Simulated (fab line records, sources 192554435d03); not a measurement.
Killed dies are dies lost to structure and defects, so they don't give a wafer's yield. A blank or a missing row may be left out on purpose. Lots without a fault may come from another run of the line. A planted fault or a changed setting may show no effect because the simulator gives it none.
A struck lot beside a sound one | flow n5_finfet | 38 steps out of a route of 1938
Sound: wafers L984.1, L984.2, L984.5. Struck: wafer L988.6. (L988.2, L988.3 of the same lot were not struck and are left out.) The cause comes at the end.
At each step with rows: each side's tool, then ch and its chambers, then its first start. Under that, the readings that differ: sound wafers | struck wafers | difference of the means | sigmas: that difference in standard deviations of wafers without a fault.
alike: readings whose means differ by less than 2 such deviations, and words and numbers that are the same on both sides. not compared: withheld readings, readings that some wafer has no value for, bounds like >300 that may hide the same value, and numbers for which the record gives no deviation and whose values overlap.
The two part at a step that has a row with sigmas, a row that says differs or no value, or rows on one side only. Numbers that don't overlap but have no deviation are shown without sigmas and don't part them. A reading that every wafer of one side lacks parts them only if that side has two wafers or more.

first, 9 steps without rows for these wafers: N5_HKMG_FIN_DESCUM_17 (chemistry O2, time 7.9 s); N5_HKMG_FIN_ETCH_31 (etches SiARC in CF4, target depth 45.5 nm, time 75.8 s); N5_HKMG_FIN_ETCH_32 (etches SOC in N2/H2, target depth 240 nm, time 300 s); N5_HKMG_FIN_STRIP_33 (strips in N2/H2); N5_HKMG_FIN_STRIP_34 (strips in CF4); N5_HKMG_FIN_ETCH_35 (etches SOC in N2/H2, target depth 215.8 nm, time 243.4 s); N5_HKMG_FIN_STRIP_92 (strips SOC in N2/H2, time 20 s); N5_HKMG_FIN_WET_ETCH_18 (etches TiN in SC1, time 55 s, target depth 5.2 nm, rinse time 30 s); N5_HKMG_FIN_STRIP_19 (strips in N2/H2, time 360 s).
N5_HKMG_FIN_ALD_91: deposits TiN, target thk 1 nm, pulse time 1 s, purge time 3 s.
  sound on ald_metal-03 ch 0,3, day 4 15:02; struck on ald_metal-03 ch 0, day 5 18:26
  reading    | sound    | struck | difference | sigmas
  ald_cycles | 47 47 47 | 52     | +5         |
  alike: heater_power_w, precursor_pulse_height_rel
then, 27 steps without rows for these wafers: N5_HKMG_FIN_COAT_85 (time 60 s, resist thk 300 nm); N5_HKMG_FIN_ETCH_86 (etches SOC in N2/H2, stops on TiN, target depth 393.2 nm); N5_HKMG_FIN_STRIP_89 (strips SOC in N2/H2, time 20 s); N5_HKMG_FIN_WET_ETCH_87 (etches TiN in SC1, time 154.2 s, target depth 4.7 nm, rinse time 30 s); N5_HKMG_FIN_STRIP_88 (strips in N2/H2, time 360 s); N5_HKMG_FIN_NWFM_ALD_20 (deposits TiAlC, target thk 2 nm, pulse time 3 s, purge time 2 s); N5_HKMG_FIN_ALD_71 (deposits TiN, target thk 1 nm, pulse time 1 s, purge time 3 s); N5_HKMG_FIN_COAT_66 (time 60 s, resist thk 300 nm); N5_HKMG_FIN_ETCH_67 (etches SOC in N2/H2, stops on TiN, target depth 388.9 nm); N5_HKMG_FIN_STRIP_90 (strips SOC in N2/H2, time 20 s); N5_HKMG_FIN_WET_ETCH_73 (etches the open film in SC1, time 42.3 s, target depth 1.3 nm, rinse time 30 s); N5_HKMG_FIN_ETCHBACK_68 (etches the open film in Cl2/Ar, stops on HfO2, target depth 0.5 nm); N5_HKMG_FIN_STRIP_69 (strips in N2/H2, time 360 s); N5_HKMG_FIN_ALD_21 (deposits TiN, target thk 1.5 nm, pulse time 1 s, purge time 3 s); N5_HKMG_FIN_ALD_72 (deposits W, target thk 2 nm, pulse time 1 s, purge time 2 s); N5_HKMG_FIN_W_FILL_22 (material W, target thk 60 nm, time 18.2 s); N5_HKMG_FIN_PRECLEAN_83 (cleans in DIW, time 57.5 s); N5_HKMG_FIN_SRD_84 (dry time 32 s); N5_HKMG_FIN_CMP_23 (polishes, stops on SiNx, t overpolish 10 s, target thk 46.326 nm); N5_HKMG_FIN_CMP_94 (polishes, stops on SiNx, t overpolish 4.7 s, target thk 43.299 nm); N5_GATE_CUT_ETCHBACK_00 (etches W in SF6/Cl2); N5_GATE_CUT_ETCH_56 (etches TiN in Cl2/Ar, target depth 21.6 nm); N5_GATE_CUT_ETCHBACK_30 (etches TiN in Cl2/Ar, target depth 3 nm); N5_GATE_CUT_VAPOR_ETCH_60 (etches HfO2 in BCl3/Cl2); N5_GATE_CUT_ETCH_58 (etches SiNx in CH3F/O2, target depth 17 nm, time 128.6 s); N5_GATE_CUT_STRIP_59 (strips in N2/H2, time 20 s); N5_GATE_CUT_PRECLEAN_31 (cleans in DIW, time 300 s).
-- the record jumps here: 4 days lie between the struck wafers' starts before and after (it left off in module GATE_CUT and takes up again in module BEOL_M4, whose first step shown is number 1111 of the route) --
N5_BEOL_M4_RC_MEAS_101:
  sound on prober-01 ch 0, day 8 15:10; struck on prober-02 ch 0, day 9 16:24
  reading             | sound                     | struck  | difference | sigmas
  IOFF_N (nA/um)      | 0.143 0.167 0.136         | 0.099   | -0.050     | -2
  IOFF_N_85C (nA/um)  | 2.8 3.2 2.7               | 2.1     | -0.8       | -2
  IOFF_N_LIN (nA/um)  | 0.067 0.077 0.063         | 0.045   | -0.024     | -3
  IOFF_N_LONG (nA/um) | 5.4e-05 5.55e-05 5.54e-05 | 4.2e-05 | -1.3e-05   | -5
  ION_N (uA/um)       | 667 674 661               | 648     | -19        | -2
  ION_P (uA/um)       | 453 459 455               | 469     | +13        | +2
  VT_N (mV)           | 250.3 246.6 251.5         | 259.9   | +10.4      | +4
  VT_N_LONG (mV)      | 276.8 274.1 274.4         | 285.6   | +10.5      | +5
  VT_N_LVT (mV)       | 100.3 97.4 101.1          | 106.8   | +7.2       | +3
  alike: DIBL_N, DIBL_P, IOFF_P, SS_N, SS_P, VT_P

WHERE THEY PART
Only at N5_BEOL_M4_RC_MEAS_101, within this record.

WHY: what the simulator had put in
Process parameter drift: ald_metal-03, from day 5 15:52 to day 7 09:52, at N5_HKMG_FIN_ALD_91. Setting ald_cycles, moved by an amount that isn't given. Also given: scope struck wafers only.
